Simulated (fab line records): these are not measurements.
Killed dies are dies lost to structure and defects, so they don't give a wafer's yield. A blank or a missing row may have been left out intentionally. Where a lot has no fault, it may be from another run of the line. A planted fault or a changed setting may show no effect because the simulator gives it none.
Chamber matching	flow n5Finfet	N5_GATE_CUT_SAC_CAP_01 on aldSin-04: 4 sister chambers
The step material SiNx, target thk 24 nm, pulse time 1 s, ald cycles 480. 4 wafers are shown with their chamber, then 10 later ones without.

WAFERS PAIRED WITH THEIR CHAMBERS
wafer	chamber	heaterPowerW (W)
L086.5	3	805
L087.6	2	978
L091.3	0	905
L091.5	1	858

WAFERS WHOSE CHAMBER IS MISSING
wafer	heaterPowerW (W)
L091.6	904
L092.2	833
L092.5	811
L092.6	898
L095.2	986
L095.3	848
L095.5	837
L096.1	849
L096.3	982
L096.5	809

WHICH CHAMBER EACH ONE RAN IN
wafer	from the rows above	in truth
L091.6	0	0
L092.2	can't be placed: 1 or 3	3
L092.5	3	3
L092.6	0	0
L095.2	2	2
L095.3	1	1
L095.5	can't be placed: 1 or 3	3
L096.1	1	1
L096.3	2	2
L096.5	3	3
Correctly placed: 8 of 10. Unplaceable from these rows: 2, with the true chamber sitting among the candidates in 2. 0 placed wrongly.
How it was worked out, from the rows above alone: a wafer's distance from a chamber is the root of the sum, over the readings, of the square of ((its reading less the chamber's mean) divided by the reading's scatter). The wafer belongs to the nearest chamber; if the next one is less than 2 further off, it can't be placed. Each chamber's mean is taken over the wafers shown for it. The scatter: with one shown wafer a chamber, the root of the mean of the squares of how far each hidden wafer lies from its nearest shown one.
